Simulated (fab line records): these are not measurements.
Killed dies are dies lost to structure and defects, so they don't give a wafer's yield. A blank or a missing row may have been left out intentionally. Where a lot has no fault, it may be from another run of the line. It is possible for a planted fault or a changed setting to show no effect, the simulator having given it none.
3 desks, one fault :: flow n5Finfet :: only its own numbers are on each desk; what lay behind them is given at the end

## THE DEFECT DESK
Per lot, the means of the sampled wafers with a number show what the inspections along the route counted. If a lot's mean is further than 4 standard deviations from the usual mean, the lot is out of limits and carries the mark OUT (the distance appears in the brackets).
Columns: A = rawDefectCount at N5_MIM_BOT_LITHO_INSPECT_12, usual 2.2
lot: L787
first seen here: day 14 16:32
A: 1.7

lot: L792
first seen here: day 15 13:52
A: 2.3

lot: L797
first seen here: day 17 03:54
A: 2.7

lot: L799
first seen here: day 17 23:22
A: 2.7

lot: L803
first seen here: day 18 17:21
A: 2.7

lot: L802
first seen here: day 18 17:31
A: 2.7
This desk's verdict: no lot among the 6 shows anything out of limits.

## AT THE METROLOGY DESK
Lot by lot, what the gauges showed, no matter which tool ran the lot: averages of those sampled wafers that carry a number. If a lot's mean is further than 4 standard deviations from the usual mean, the lot is out of limits and carries the mark OUT (the distance appears in the brackets).
Columns: A = cdNm at N5_MIM_BOT_LITHO_CD_MEAS_08, usual 2999.7 nm; B = MIM_BOT_OVL at N5_MIM_BOT_LITHO_OVL_MEAS_11, usual -2 nm
lot: L787
first seen here: day 14 16:29
A: 3000.3
B: 1

lot: L792
first seen here: day 15 13:49
A: 2999.5
B: -8

lot: L797
first seen here: day 17 03:51
A: 2999.5
B: -4

lot: L799
first seen here: day 17 23:18
A: 3000.2
B: 4

lot: L803
first seen here: day 18 17:18
A: 3000.5
B: -8

lot: L802
first seen here: day 18 17:28
A: 2999.8
B: -6
This desk's verdict: no lot among the 6 shows anything out of limits.

## FOR THE TOOL OWNER'S DESK: rieDiel-06
The tool's own readings at N5_MIM_BOT_ETCH_ETCH_04 (etches SiNx in CF4/O2, target depth 26 nm, time 13 s): means of the sampled wafers that have a number, for each lot that ran on this tool. If a lot's mean is further than 4 standard deviations from the usual mean, the lot is out of limits and carries the mark OUT (the distance appears in the brackets).
Columns: A = O2_flow_sccm at N5_MIM_BOT_ETCH_ETCH_04, usual 10.004 sccm; B = drypumpMotorCurrentA at N5_MIM_BOT_ETCH_ETCH_04, usual 5.8 A; C = oesProductAu at N5_MIM_BOT_ETCH_ETCH_04, usual 0.77 a.u.; D = rfVppV at N5_MIM_BOT_ETCH_ETCH_04, usual 241.7 V; E = showerheadPlenumPTorr at N5_MIM_BOT_ETCH_ETCH_04, usual 2.22 Torr; F = throttleValvePct at N5_MIM_BOT_ETCH_ETCH_04, usual 16.06 %
lot: L792
first seen here: day 15 14:04
A: 9.992
B: 5.9
C: 0.73
D: 238.9
E: 2.19
F: 16.24

lot: L797
first seen here: day 17 04:10
A: 10.000
B: 5.6
C: 0.73
D: 242.4
E: 2.22
F: 16.09

lot: L799
first seen here: day 17 23:28
A: 9.973
B: 5.8
C: 0.71
D: 240.8
E: 2.19
F: 16.10
This desk's verdict: no lot among the 3 shows anything out of limits.

## TAKEN TOGETHER
No out-of-limits result turned up at the defect desk.
Nothing out of limits was seen by the metrology desk.
Nothing out of limits was seen by the tool owner's desk.

## WHAT THE SIMULATOR HAD PUT IN
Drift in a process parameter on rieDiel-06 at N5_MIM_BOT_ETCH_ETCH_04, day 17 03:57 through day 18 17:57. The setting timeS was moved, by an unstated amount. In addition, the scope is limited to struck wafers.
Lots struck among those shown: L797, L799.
